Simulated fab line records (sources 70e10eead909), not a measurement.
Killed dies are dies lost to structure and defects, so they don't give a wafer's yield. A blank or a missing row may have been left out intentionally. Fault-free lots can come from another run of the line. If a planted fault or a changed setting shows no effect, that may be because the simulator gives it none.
2 desks looking at one fault -- flow nandHarc -- only its own numbers are on each desk; what lay behind them is given at the end

THE TOOL OWNER'S DESK: lithoTrack-05
At NHARC_A_BONDPAD_SOFTBAKE_04 (time 70 s), the tool's own readings, given per lot that ran on this tool as the mean of the sampled wafers with a number. The brackets show how far a lot's mean lies from the usual mean; more than 4 standard deviations puts the lot out of limits, marked OUT.
Columns: A = heaterPowerTotalW at NHARC_A_BONDPAD_SOFTBAKE_04, usual 200.9 W; B = resistLineTempC at NHARC_A_BONDPAD_SOFTBAKE_04, usual 23.01 C
lot,first seen here,A,B
L604,day 23 11:00,200.8,23.09
L603,day 23 14:00,202.3,23.04
L614,day 28 10:00,208.9 (+6.2) OUT,22.84
L615,day 28 11:00,206.4 (+4.3) OUT,23.00
L623,day 32 05:00,200.4,23.01
L625,day 33 02:00,202.5,23.09
Finding of this desk: L614, L615 out of limits; the first was L614 at day 28 10:00, on heaterPowerTotalW at NHARC_A_BONDPAD_SOFTBAKE_04. In limits: L604, L603, L623, L625.

AT THE METROLOGY DESK
What the gauges read for every lot (on any tool): the sampled wafers with a number, averaged. The brackets show how far a lot's mean lies from the usual mean; more than 4 standard deviations puts the lot out of limits, marked OUT.
Columns: A = cdNm at NHARC_A_BONDPAD_CD_MEAS_09, usual 500.4 nm
lot,first seen here,A
L604,day 23 12:25,500.0
L603,day 23 15:11,498.4
L605,day 24 01:25,503.3
L614,day 28 10:33,501.7
L615,day 28 12:25,499.2
L616,day 29 09:25,499.7
L619,day 30 14:03,500.7
L620,day 30 19:03,499.8
L622,day 32 04:23,501.4
L623,day 32 05:35,500.5
L624,day 32 06:50,502.2
L625,day 33 02:37,500.1
L626,day 33 04:25,497.9
This desk's verdict: no lot among the 13 shows anything out of limits.

ALL TOGETHER
At day 28 10:00, on L614, L615, the tool owner's desk was in a position to raise an alarm.
The metrology desk saw nothing out of limits.
The metrology desk has L614, L615 on record, within its limits.
NHARC_A_BONDPAD_SOFTBAKE_04 was run on lithoTrack-05 by each of the lots named.

WHAT HAD BEEN PUT IN BY THE SIMULATOR
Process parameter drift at NHARC_A_BONDPAD_SOFTBAKE_04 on lithoTrack-05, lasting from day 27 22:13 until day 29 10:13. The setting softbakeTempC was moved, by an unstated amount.
Shown lots that were struck: L614, L615.
Delay in hours, fault start to first out-of-limits reading, by desk: the tool owner's desk at 12.
